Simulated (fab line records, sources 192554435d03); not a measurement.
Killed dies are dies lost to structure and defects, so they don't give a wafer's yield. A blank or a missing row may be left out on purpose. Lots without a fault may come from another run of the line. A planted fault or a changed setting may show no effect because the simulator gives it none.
A struck lot beside a sound one | flow n5_finfet | 14 steps out of a route of 1938
Sound: wafers L638.3, L638.4, L638.5. Struck: wafers L634.1, L634.3, L634.5. The cause comes at the end.
At each step with rows: each side's tool, then ch and its chambers, then its first start. Under that, the readings that differ: sound wafers | struck wafers | difference of the means | sigmas: that difference in standard deviations of wafers without a fault.
alike: readings whose means differ by less than 2 such deviations, and words and numbers that are the same on both sides. not compared: withheld readings, readings that some wafer has no value for, bounds like >300 that may hide the same value, and numbers for which the record gives no deviation and whose values overlap.
The two part at a step that has a row with sigmas, a row that says differs or no value, or rows on one side only. Numbers that don't overlap but have no deviation are shown without sigmas and don't part them. A reading that every wafer of one side lacks parts them only if that side has two wafers or more.

N5_SD_EPI_N_EPI_MEAS_23:
  sound on film_metro-01, day 8 06:47; struck on film_metro-01, day 7 08:02
  alike: thk_nm
then, 3 steps without rows for these wafers: N5_SD_EPI_N_PRECLEAN_24 (cleans in O3/DIW, time 60 s); N5_SD_EPI_N_SRD_25 (time 30 s); N5_SD_EPI_N_PRECLEAN_49 (cleans in NF3:NH3, afs cycles 1, time 20 s, sublimation time 60 s).
N5_SD_EPI_N_LINER_46: material SiNx, target thk 3 nm.
  sound on ald_sin-01 ch 0,1, day 8 07:05; struck on ald_sin-03 ch 0,2,3, day 7 08:26
  alike: heater_power_w
N5_SD_EPI_N_INSPECT_26: inspects for defects (darkfield).
  sound on defect_inspect-01, day 8 07:21; struck on defect_inspect-02, day 7 08:41
  alike: raw_defect_count
then, 6 steps without rows for these wafers: N5_SD_EPI_P_COAT_34 (time 60 s, resist thk 350 nm); N5_SD_EPI_P_COAT_35 (time 60 s, resist thk 35 nm); N5_SD_EPI_P_COAT_03 (resist thk 150 nm); N5_SD_EPI_P_EBR_05; N5_SD_EPI_P_SOFTBAKE_04 (time 60 s); N5_SD_EPI_P_EXPOSE_06 (exposes mask SD P BLK, target cd 240 nm).
N5_SD_EPI_P_PEB_07: peb time 60 s.
  sound on litho_track-05 ch 0, day 8 07:41; struck on litho_track-03, day 7 09:02
  no value came back on the struck wafers for chill_plate_temp_C (C), exhaust_pa (Pa), resist_line_temp_C (C); on the sound wafers chill_plate_temp_C (C) reads 23.17 22.95 23.09
then, 1 step without rows for these wafers: N5_SD_EPI_P_DEVELOP_08 (develop time 30 s).

WHERE THEY PART
Only at N5_SD_EPI_P_PEB_07, within this record.

WHY: what the simulator had put in
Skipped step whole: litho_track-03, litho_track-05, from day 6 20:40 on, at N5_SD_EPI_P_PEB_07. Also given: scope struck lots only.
